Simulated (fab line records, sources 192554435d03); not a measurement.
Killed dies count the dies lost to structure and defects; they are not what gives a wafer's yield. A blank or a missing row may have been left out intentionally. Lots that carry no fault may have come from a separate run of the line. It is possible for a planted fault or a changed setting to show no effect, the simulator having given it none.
Matching of chambers | flow n5-finfet | N5_BEOL_M4_PECVD_72 on pecvd-04 has 3 sister chambers
The step deposits SiO2 from TEOS/O2, target thk 16 nm, time 18 s. 3 wafers are shown with their chamber, then 8 later ones without.

## EACH WAFER AND ITS CHAMBER
wafer  | chamber | throttle-valve-pct (%)
L090.3 | 2       | 21.3
L090.5 | 0       | 24.1
L092.2 | 1       | 23.8

## WAFERS WHOSE CHAMBER IS MISSING
wafer  | throttle-valve-pct (%)
L092.4 | 24.3
L092.6 | 23.7
L094.1 | 21.4
L094.5 | 23.7
L094.6 | 21.5
L095.1 | 24.3
L095.2 | 21.3
L095.5 | 21.6

## EACH ONE'S CHAMBER
wafer  | from the rows above     | in truth
L092.4 | can't be placed: 0 or 1 | 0
L092.6 | can't be placed: 1 or 0 | 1
L094.1 | 2                       | 2
L094.5 | can't be placed: 1 or 0 | 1
L094.6 | 2                       | 2
L095.1 | can't be placed: 0 or 1 | 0
L095.2 | 2                       | 2
L095.5 | 2                       | 2
Correctly placed: 4 of 8. From these rows, 4 cannot be placed; in 4 the true chamber is one of the candidates. Placed wrongly: 0.
How it was worked out, from the rows above alone: a wafer's distance from a chamber is the root of the sum, over the readings, of the square of ((its reading less the chamber's mean) divided by the reading's scatter). If the next closest chamber is less than 2 further off than the closest, the wafer can't be placed; otherwise it belongs to the closest. For every chamber, the mean is computed from those of its wafers that are shown. The scatter: with one shown wafer a chamber, the root of the mean of the squares of how far each hidden wafer lies from its nearest shown one.
